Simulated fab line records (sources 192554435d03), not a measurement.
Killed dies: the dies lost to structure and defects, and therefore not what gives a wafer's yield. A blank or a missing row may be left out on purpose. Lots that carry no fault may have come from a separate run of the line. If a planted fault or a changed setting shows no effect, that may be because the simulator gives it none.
Split-lot study + flow n5-finfet + on a route of 1938 steps: 7 lots, 21 wafers read

== SPLIT DETAILS ==
At N5_BEOL_M10_EXPOSE_25 (exposes mask V9), the setting dose-mj was moved away from the recipe's 85.5 on 5 of the 21 wafers read, by -7.5% to +3.5%. The other wafers ran this setting at the recipe's value.

== FROM THE SPLIT TO THE READING: what the file shows between them, 2 steps ==
- N5_BEOL_M10_PEB_26: peb time 60 s
- N5_BEOL_M10_DEVELOP_27: develop time 30 s

== THE READING ==
cd-nm, in nm, at N5_BEOL_M10_CD_MEAS_28 (target cd 70 nm). Fault-free wafers of this fab line usually give 70.2 nm, standard deviation 1.2 nm.

| wafer  | tool, chamber at the split | dose-mj as run | against the recipe | cd-nm, nm | against lot-mates on the recipe |
|--------|----------------------------|----------------|--------------------|-----------|---------------------------------|
| L074.2 | arfi-scanner-02, 0         | 79.09          | -7.5%              | 62.7      | -6.3                            |
| L074.3 | arfi-scanner-02, 0         | 85.5           | recipe             | 69.6      | -                               |
| L074.5 | arfi-scanner-02, 0         | 85.5           | recipe             | 68.5      | -                               |
| L083.2 | arfi-scanner-03, 0         | 81.06          | -5.2%              | 65.4      | -5.6                            |
| L083.4 | arfi-scanner-03, 0         | 85.5           | recipe             | 71.4      | -                               |
| L083.6 | arfi-scanner-03, 0         | 85.5           | recipe             | 70.6      | -                               |
| L082.2 | arfi-scanner-02, 0         | 85.5           | recipe             | 70.9      | -                               |
| L082.4 | arfi-scanner-02, 0         | 85.5           | recipe             | 70.5      | -                               |
| L082.6 | arfi-scanner-02, 0         | 85.5           | recipe             | 69.3      | -                               |
| L089.3 | arfi-scanner-02, 0         | 85.5           | recipe             | 69.7      | -                               |
| L089.4 | arfi-scanner-02, 0         | 85.5           | recipe             | 69.1      | -                               |
| L089.5 | arfi-scanner-02, 0         | 85.5           | recipe             | 71.5      | -                               |
| L087.2 | arfi-scanner-03, 0         | 85.5           | recipe             | 71.3      | -                               |
| L087.5 | arfi-scanner-03, 0         | 85.5           | recipe             | 70.0      | -                               |
| L087.6 | arfi-scanner-03, 0         | 85.5           | recipe             | 70.1      | -                               |
| L091.2 | arfi-scanner-01, 0         | 85.5           | recipe             | 70.1      | -                               |
| L091.3 | arfi-scanner-01, 0         | 85.5           | recipe             | 69.9      | -                               |
| L091.4 | arfi-scanner-01, 0         | 85.5           | recipe             | 71.7      | -                               |
| L095.1 | arfi-scanner-02, 0         | 88.47          | +3.5%              | 73.4      | no lot-mate on the recipe       |
| L095.5 | arfi-scanner-02, 0         | 88.47          | +3.5%              | 74.9      | no lot-mate on the recipe       |
| L095.6 | arfi-scanner-02, 0         | 88.47          | +3.5%              | 73.8      | no lot-mate on the recipe       |

FIT RESULTS
A straight line over all 21 wafers: cd-nm changes by +1.02 nm for each +1% of dose-mj; r = +0.95; the points scatter about the line by 0.87 nm.
The same after taking each lot's own level away (the mean of its wafers on the recipe; 18 wafers): +0.92 nm for each +1%; r = +0.93; scatter 0.77 nm.
According to that fit, moving dose-mj by its largest amount changes the reading by 6.9 nm.
Measured against the standard deviation above, the lots' own levels, which go from 69.05 to 71.00 nm, span 1.6 times it.
So the slope is not independent of the lot-to-lot level: the two fits are not the same.
Check: for one of the wafers moved furthest among these (-7.5%), held out of the fit, the line's prediction against its lot-mates is -8.08 nm. It came out at -6.35 nm against them.

== OTHER SPLITS APPLIED TO THESE WAFERS ==
Note: prior to the reading, these wafers also went through further splits. Each is held against what the fit with the lots' levels taken away leaves over:
| other split on the same wafers | wafers away from the commonest value | r with cd-nm (lot level and that fit taken away) |
|--------------------------------|--------------------------------------|--------------------------------------------------|
| N5_BEOL_M6_COAT_22 spin-rpm    | 8                                    | -0.15                                            |
| N5_BEOL_M7_DESCUM_33 time-s    | 10                                   | +0.23                                            |
| N5_BEOL_M7_VIA_ETCH_34 bias-w  | 7                                    | +0.04                                            |
| N5_BEOL_M8_DESCUM_16 time-s    | 11                                   | -0.17                                            |
| N5_BEOL_M8_COAT_22 spin-rpm    | 5                                    | -0.03                                            |
| N5_BEOL_M10_ILD_DEP_00 time-s  | 8                                    | -0.22                                            |

== FILE'S OWN FIT ==
cd-nm changes by +0.921 nm for each +1% of dose-mj, r = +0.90.
